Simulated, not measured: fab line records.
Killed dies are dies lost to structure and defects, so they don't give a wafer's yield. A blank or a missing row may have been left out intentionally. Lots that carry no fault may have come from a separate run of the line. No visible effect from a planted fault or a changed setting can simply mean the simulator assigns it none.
The tool behind it: which one? + flow nandHarc + 6 lots with 17 wafers sampled at 5 steps, on a route of 1302 steps

## WHAT THE GAUGES SHOWED, per wafer
NHARC_END_SORT_01.
| lot  | measured     | on        | killedAtArray |
|------|--------------|-----------|---------------|
| L274 | day 28 10:50 | prober-01 | 653 59 65     |
| L277 | day 29 17:09 | prober-02 | 27 654        |

## TOOL THAT RAN EACH LOT (tool first, then ch and the chambers of the sampled wafers, then the start)
| lot  | NHARC_A_STAIRCASE_STRIP_175         | NHARC_A_STAIRCASE_TRIM_193                   | NHARC_A_STAIRCASE_ETCH_194        | NHARC_A_STAIRCASE_TRIM_196        |
|------|-------------------------------------|----------------------------------------------|-----------------------------------|-----------------------------------|
| L274 | plasmaAsher-02 ch 0,1, day 20 01:36 | rieDiel-06 ch 0,1,3, day 20 04:12 or earlier | rieDiel-06 ch 0,1,3, day 20 04:12 | rieDiel-06 ch 0,1,3, day 20 04:23 |
| L277 | plasmaAsher-02 ch 0,1, day 20 21:26 | rieDiel-06 ch 0, day 21 00:17 or earlier     | rieDiel-06 ch 1,3, day 21 00:17   | rieDiel-07 ch 2,3, day 21 00:29   |
| L278 | plasmaAsher-01 ch 0,1, day 21 17:35 | rieDiel-07 ch 0,3, day 21 20:01 or earlier   | rieDiel-07 ch 0,1, day 21 20:01   | rieDiel-06 ch 1,2,3, day 21 20:16 |
| L282 | plasmaAsher-01 ch 0, day 23 09:17   | rieDiel-07 ch 0,2, day 23 11:44 or earlier   | rieDiel-07 ch 1,2,3, day 23 11:44 | rieDiel-07 ch 0,1, day 23 11:55   |
| L284 | plasmaAsher-02 ch 0,1, day 24 10:07 | rieDiel-06 ch 0,1,3, day 24 12:35 or earlier | rieDiel-06 ch 0,1,3, day 24 12:35 | rieDiel-06 ch 0,2,3, day 24 12:47 |
| L287 | plasmaAsher-01 ch 0,1, day 25 06:01 | rieDiel-06 ch 0,3, day 25 11:15 or earlier   | rieDiel-06 ch 1,2,3, day 25 11:15 | rieDiel-08 ch 1,2,3, day 25 11:26 |
- NHARC_A_STAIRCASE_STRIP_175: strips in O2.
- NHARC_A_STAIRCASE_TRIM_193: chemistry O2, time 211.2 s.
- NHARC_A_STAIRCASE_ETCH_194: etches the open film in C4F8/O2, target depth 100 nm, time 40.5 s.
- NHARC_A_STAIRCASE_TRIM_196: chemistry O2, time 211.2 s.

## THE ANSWER, worked out from the rows above alone
Rule: the lots themselves supply what counts as usual. The widest of any qualifying gaps counts: lots, ordered by their means at a reading, are off when they make up no more than a third of the lots, leave a main group of 4 or more, and stand apart from it by 3 or more times the standard deviation of that group's means. Not used: any main group whose means are identical at the precision the tables above print for the reading. Also off: a lot with no number at a reading for which 4 or more lots have one. The other lots that the step has rows for count as sound.
Across all readings shown, no lot is off: no conclusion can be drawn from this.

## WHAT THE SIMULATOR HAD INSERTED
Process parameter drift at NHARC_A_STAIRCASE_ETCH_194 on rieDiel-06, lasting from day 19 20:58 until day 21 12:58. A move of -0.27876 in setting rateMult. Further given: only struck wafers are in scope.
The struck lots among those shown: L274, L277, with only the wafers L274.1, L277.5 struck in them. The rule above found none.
